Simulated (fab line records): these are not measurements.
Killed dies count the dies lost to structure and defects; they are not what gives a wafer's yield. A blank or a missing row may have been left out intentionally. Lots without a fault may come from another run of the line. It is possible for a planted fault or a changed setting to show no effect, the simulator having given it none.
Chamber matching / flow n5_finfet / N5_SPACER0_ALD_00 on ald_sin-01 has 4 sister chambers
The step deposits SiOCN, target thk 3.5 nm, pulse time 3 s, purge time 2 s. 14 wafers are shown with their chamber, then 7 later ones without.

## EACH WAFER AND ITS CHAMBER
wafer=L077.1; chamber=1; heater_power_w (W)=753; precursor_pulse_height_rel=0.990
wafer=L077.2; chamber=0; heater_power_w (W)=867; precursor_pulse_height_rel=1.013
wafer=L077.3; chamber=3; heater_power_w (W)=897; precursor_pulse_height_rel=0.997
wafer=L080.2; chamber=0; heater_power_w (W)=882; precursor_pulse_height_rel=1.021
wafer=L080.4; chamber=2; heater_power_w (W)=840; precursor_pulse_height_rel=0.992
wafer=L080.5; chamber=2; heater_power_w (W)=871; precursor_pulse_height_rel=1.011
wafer=L081.1; chamber=1; heater_power_w (W)=763; precursor_pulse_height_rel=1.038
wafer=L081.2; chamber=2; heater_power_w (W)=831; precursor_pulse_height_rel=1.002
wafer=L081.3; chamber=3; heater_power_w (W)=946; precursor_pulse_height_rel=0.975
wafer=L085.1; chamber=1; heater_power_w (W)=779; precursor_pulse_height_rel=1.018
wafer=L085.2; chamber=0; heater_power_w (W)=869; precursor_pulse_height_rel=1.014
wafer=L085.5; chamber=0; heater_power_w (W)=865; precursor_pulse_height_rel=0.999
wafer=L087.2; chamber=3; heater_power_w (W)=946; precursor_pulse_height_rel=1.050
wafer=L087.3; chamber=1; heater_power_w (W)=773; precursor_pulse_height_rel=1.007

SIGNATURES (means of the wafers above)
reading=heater_power_w; chamber 0=870.75; chamber 1=767.00; chamber 2=847.33; chamber 3=929.67; scatter within a chamber=17.5
reading=precursor_pulse_height_rel; chamber 0=1.01175; chamber 1=1.01325; chamber 2=1.00167; chamber 3=1.00733; scatter within a chamber=0.0215
Rule: distance of a wafer from a chamber = root of the sum over the readings of ((wafer's reading minus chamber's mean) / reading's scatter) squared. If the next closest chamber is less than 2 further off than the closest, the wafer can't be placed; otherwise it belongs to the closest. The scatter: the root of (the sum of the squares of (reading less its chamber's mean) over the shown wafers, divided by (wafers less chambers)).

## WAFERS MISSING THEIR CHAMBER
wafer=L087.4; heater_power_w (W)=839; precursor_pulse_height_rel=0.986
wafer=L089.2; heater_power_w (W)=860; precursor_pulse_height_rel=0.975
wafer=L089.3; heater_power_w (W)=858; precursor_pulse_height_rel=0.995
wafer=L089.6; heater_power_w (W)=928; precursor_pulse_height_rel=0.992
wafer=L095.2; heater_power_w (W)=758; precursor_pulse_height_rel=1.005
wafer=L095.3; heater_power_w (W)=939; precursor_pulse_height_rel=0.983
wafer=L095.5; heater_power_w (W)=768; precursor_pulse_height_rel=1.002

## WHICH CHAMBER EACH WENT THROUGH
wafer=L087.4; from the rows above=can't be placed: 2 or 0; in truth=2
wafer=L089.2; from the rows above=can't be placed: 2 or 0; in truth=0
wafer=L089.3; from the rows above=can't be placed: 2 or 0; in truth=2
wafer=L089.6; from the rows above=3; in truth=3
wafer=L095.2; from the rows above=1; in truth=1
wafer=L095.3; from the rows above=3; in truth=3
wafer=L095.5; from the rows above=1; in truth=1
Correct placement for 4 of the 7. Not placeable from these rows: 3 (in 3, the candidates include the true chamber). 0 placed wrongly.
